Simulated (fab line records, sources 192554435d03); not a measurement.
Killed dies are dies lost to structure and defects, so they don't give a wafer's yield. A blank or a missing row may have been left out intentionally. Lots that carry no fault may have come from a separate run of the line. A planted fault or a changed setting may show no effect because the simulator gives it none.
Which tool did it?	flow n5_finfet	10 lots, 24 wafers sampled, at 6 steps of a route of 1938

WHAT THE GAUGES SHOWED, per wafer
N5_BEOL_M3_OVL_MEAS_12.
lot	measured	on	M3_OVL (nm)
L900	day 7 01:22	overlay-01	0.2 -0.5
L908	day 9 05:13	overlay-02	-0.5 0.5 -0.1
L910	day 9 11:32	overlay-01	1.3 0.5 0.3
L916	day 11 16:01	overlay-01	-0.3 -0.6 0.4
L917	day 11 23:11	overlay-02	0.5 0.4
L921	day 12 14:23	overlay-01	0.7 0.9
L919	day 12 18:23	overlay-01	0.8 0.3
L923	day 13 00:07	overlay-02	-0.9 -0.9
L920	day 13 01:59	overlay-01	0.1 0.4
L922	day 13 06:53	overlay-02	0.4 0.8 0.3

N5_BEOL_M3_INSPECT_30: inspects for defects (brightfield).
lot	measured	on	raw_defect_count
L900	day 7 02:29	defect_inspect-01	441 506
L908	day 9 06:16	defect_inspect-02	1198 1092 1292
L910	day 9 13:38	defect_inspect-02	1345 1355 1347
L916	day 11 17:15	defect_inspect-01	420 385 447
L917	day 12 00:07	defect_inspect-02	679 504
L921	day 12 15:26	defect_inspect-01	436 353
L919	day 12 19:31	defect_inspect-01	528 382
L923	day 13 01:10	defect_inspect-01	312 417
L920	day 13 02:55	defect_inspect-02	348 373
L922	day 13 07:51	defect_inspect-02	380 326 360

N5_BEOL_M4_RC_MEAS_101.
lot	measured	on	DIBL_N (mV/V)	DIBL_P (mV/V)	IOFF_N (nA/um)	IOFF_P (nA/um)	ION_N (uA/um)	ION_P (uA/um)	SS_N (mV/dec)	SS_P (mV/dec)	VT_N (mV)	VT_P (mV)
L900	day 7 18:09	prober-01	35.5 33.2	36.4 33.5	0.16 0.11	0.26 0.20	669 649	475 462	72.2 71.1	73.6 72.7	251 257	-243.3 -247.6
L908	day 10 17:14	prober-02	38.9 35.9 36.7	40.1 37.6 38.4	0.20 0.15 0.16	0.21 0.18 0.19	675 673 670	456 453 452	72.3 71.5 72.0	73.5 72.7 72.8	250 252 252	-253.0 -254.6 -253.3
L910	day 10 22:55	prober-02	34.5 36.6 36.0	33.9 35.8 35.6	0.13 0.16 0.16	0.19 0.22 0.21	677 685 683	467 462 465	71.6 72.0 71.9	73.5 73.9 73.1	249 246 247	-249.3 -250.9 -249.6
L916	day 12 19:57	prober-02	32.4 35.0 32.9	32.2 36.2 34.0	0.11 0.15 0.13	0.13 0.18 0.16	660 670 675	448 458 461	70.8 71.6 70.4	71.7 73.5 71.8	252 250 248	-256.9 -254.3 -254.9
L917	day 13 11:09	prober-02	35.3 34.1	36.6 34.7	0.15 0.14	0.21 0.19	654 674	456 473	71.2 70.5	73.1 71.9	252 251	-249.0 -250.6
L921	day 13 18:13	prober-02	38.5 35.2	39.9 34.9	0.21 0.15	0.22 0.16	685 671	455 451	72.0 70.6	74.3 72.9	248 252	-252.6 -256.1
L919	day 13 20:16	prober-02	34.5 34.3	35.3 35.2	0.15 0.13	0.20 0.19	690 660	476 453	71.0 70.8	72.5 72.5	249 252	-250.5 -249.1
L923	day 14 01:16	prober-02	34.2 36.9	34.1 37.5	0.13 0.16	0.18 0.23	676 672	466 468	70.1 71.6	73.3 74.1	251 251	-251.3 -249.1
L920	day 14 06:56	prober-02	35.6 33.9	35.0 33.2	0.15 0.13	0.20 0.20	675 679	466 471	71.8 70.7	73.3 73.0	250 252	-247.7 -248.3
L922	day 14 13:26	prober-01	39.8 36.3 37.8	41.0 37.9 38.1	0.25 0.17 0.21	0.31 0.25 0.24	702 687 689	476 474 460	72.3 71.1 72.4	74.4 74.2 74.1	242 246 244	-245.9 -244.9 -248.1

WHICH TOOL RAN EACH LOT (tool, then ch and the chambers of the sampled wafers, then the start)
lot	N5_BEOL_M3_ETCH_64	N5_BEOL_M3_ETCH_69	N5_BEOL_M3_STRIP_36
L900	rie_diel-03 ch 0,2, day 7 01:34	rie_diel-02 ch 1, day 7 02:34	rie_diel-02 ch 0,1, day 7 05:37
L908	rie_diel-02 ch 0,1,3, day 9 05:23	rie_diel-01 ch 2,3, day 9 06:21	rie_diel-03 ch 0,1,3, day 9 11:25
L910	rie_diel-02 ch 1,3, day 9 12:38	rie_diel-02 ch 0,1, day 9 13:43	rie_diel-01 ch 0,2, day 9 23:58
L916	rie_diel-03 ch 0,1,2, day 11 16:16	rie_diel-02 ch 0,2, day 11 17:23	rie_diel-01 ch 0,2, day 11 19:34
L917	rie_diel-03 ch 0,2, day 11 23:22	rie_diel-02 ch 0,1, day 12 00:12	rie_diel-01 ch 0,3, day 12 04:29
L921	rie_diel-02 ch 0,2, day 12 14:33	rie_diel-03 ch 1, day 12 15:50	rie_diel-03 ch 0, day 12 22:04
L919	rie_diel-01 ch 2, day 12 18:34	rie_diel-03 ch 1,3, day 12 19:46	rie_diel-02 ch 2,3, day 12 22:20
L923	rie_diel-02 ch 0,3, day 13 00:17	rie_diel-02 ch 0,3, day 13 01:22	rie_diel-03 ch 1,3, day 13 02:01
L920	rie_diel-01 ch 0,3, day 13 02:09	rie_diel-01 ch 1,2, day 13 03:00	rie_diel-01 ch 2,3, day 13 07:13
L922	rie_diel-03 ch 0,1,3, day 13 07:05	rie_diel-03 ch 0,1,3, day 13 07:58	rie_diel-03 ch 0,1,3, day 13 10:37
- N5_BEOL_M3_ETCH_64: etches SOC in N2/H2, target depth 75 nm, overetch 15 nm, time 112.5 s.
- N5_BEOL_M3_ETCH_69: etches SiARC in CF4, target depth 15.6 nm, time 26 s.
- N5_BEOL_M3_STRIP_36: strips in N2/H2.

WHAT THE TOOLS THEMSELVES READ (means of the sampled wafers that have a number; where no wafer has one, the mark that the record gives instead)
N5_BEOL_M3_ETCH_64.
lot	tool	bias_w (W)	drypump_motor_current_A (A)	oes_product_au (a.u.)	rf_vpp_V (V)	showerhead_plenum_p_Torr (Torr)	throttle_valve_pct (%)
L900	rie_diel-03	150.1	5.9	0.60	524.2	2.53	17.71
L908	rie_diel-02	149.9	6.1	0.61	521.9	2.47	17.69
L910	rie_diel-02	149.6	5.7	0.58	520.9	2.42	17.95
L916	rie_diel-03	149.9	5.9	0.63	523.4	2.51	17.70
L917	rie_diel-03	149.6	5.9	0.58	523.8	2.52	17.80
L921	rie_diel-02	150.1	6.2	0.70	526.6	2.64	17.62
L919	rie_diel-01	150.2	6.0	0.56	526.0	2.62	18.02
L923	rie_diel-02	149.8	6.3	0.61	523.0	2.50	17.55
L920	rie_diel-01	149.8	6.1	0.63	523.6	2.54	17.70
L922	rie_diel-03	150.2	5.9	0.62	524.3	2.54	17.71

N5_BEOL_M3_ETCH_69.
lot	tool	bias_w (W)	drypump_motor_current_A (A)	etch_rf_on_time_s (s)	oes_product_au (a.u.)	rf_vpp_V (V)	showerhead_plenum_p_Torr (Torr)	throttle_valve_pct (%)
L900	rie_diel-02	35.77	5.7	26.1	0.64	183.6	2.07	16.00
L908	rie_diel-01	35.93	5.9	26.6	0.60	184.4	2.16	15.79
L910	rie_diel-02	35.89	6.0	25.7	0.67	183.3	2.10	15.78
L916	rie_diel-02	36.07	6.3	25.1	0.77	184.2	2.22	15.40
L917	rie_diel-02	35.88	6.2	26.5	0.66	183.9	2.12	15.68
L921	rie_diel-03	35.98	5.8	27.2	0.74	184.1	2.08	15.36
L919	rie_diel-03	35.89	6.1	26.4	0.67	183.9	2.14	15.56
L923	rie_diel-02	35.85	6.2	26.4	0.66	183.1	2.10	15.42
L920	rie_diel-01	35.98	6.0	26.4	0.66	184.4	2.15	15.77
L922	rie_diel-03	35.95	5.8	26.7	0.66	184.8	2.14	15.57

N5_BEOL_M3_STRIP_36.
lot	tool	drypump_motor_current_A (A)	oes_product_au (a.u.)	rf_vpp_V (V)	showerhead_plenum_p_Torr (Torr)	throttle_valve_pct (%)
L900	rie_diel-02	6.2	0.82	58.5	2.50	23.4
L908	rie_diel-03	5.8	0.80	59.4	2.55	23.4
L910	rie_diel-01	6.1	0.79	60.1	2.60	23.5
L916	rie_diel-01	6.1	0.83	59.9	2.57	23.3
L917	rie_diel-01	6.1	0.81	60.5	2.53	23.4
L921	rie_diel-03	5.2	0.76	59.4	2.53	23.4
L919	rie_diel-02	5.8	0.83	59.7	2.56	23.7
L923	rie_diel-03	6.2	0.79	59.7	2.54	23.4
L920	rie_diel-01	6.0	0.69	59.6	2.55	23.9
L922	rie_diel-03	5.8	0.78	59.7	2.54	23.5

THE ANSWER, worked out from the rows above alone
Rule: the lots themselves supply what counts as usual. The widest of any qualifying gaps counts: lots, ordered by their means at a reading, are off when they make up no more than a third of the lots, leave a main group of 4 or more, and stand apart from it by 3 or more times the standard deviation of that group's means. If all means in a main group match to the digits the tables above print for the reading, that group is not used. Also off: a lot with no number at a reading for which 4 or more lots have one. All remaining lots with rows at the step are treated as sound. First the gauges in route order, then the tools' own readings, where a lot's mean is used as printed above. At the first step where some lot is off, the reading lying furthest off is the one used; lots without a number count as furthest.
Off: L908, L910, at N5_BEOL_M3_INSPECT_30 (raw_defect_count). The main group has a mean of 427 with a standard deviation of 75.
A tool fits if, at a process step before that reading, it ran every lot that is off, and no sound lot after the first of them. The gauges at N5_BEOL_M3_INSPECT_30 are tried like those tools. Of those tried, none fits.

WHAT WAS PUT IN BY THE SIMULATOR
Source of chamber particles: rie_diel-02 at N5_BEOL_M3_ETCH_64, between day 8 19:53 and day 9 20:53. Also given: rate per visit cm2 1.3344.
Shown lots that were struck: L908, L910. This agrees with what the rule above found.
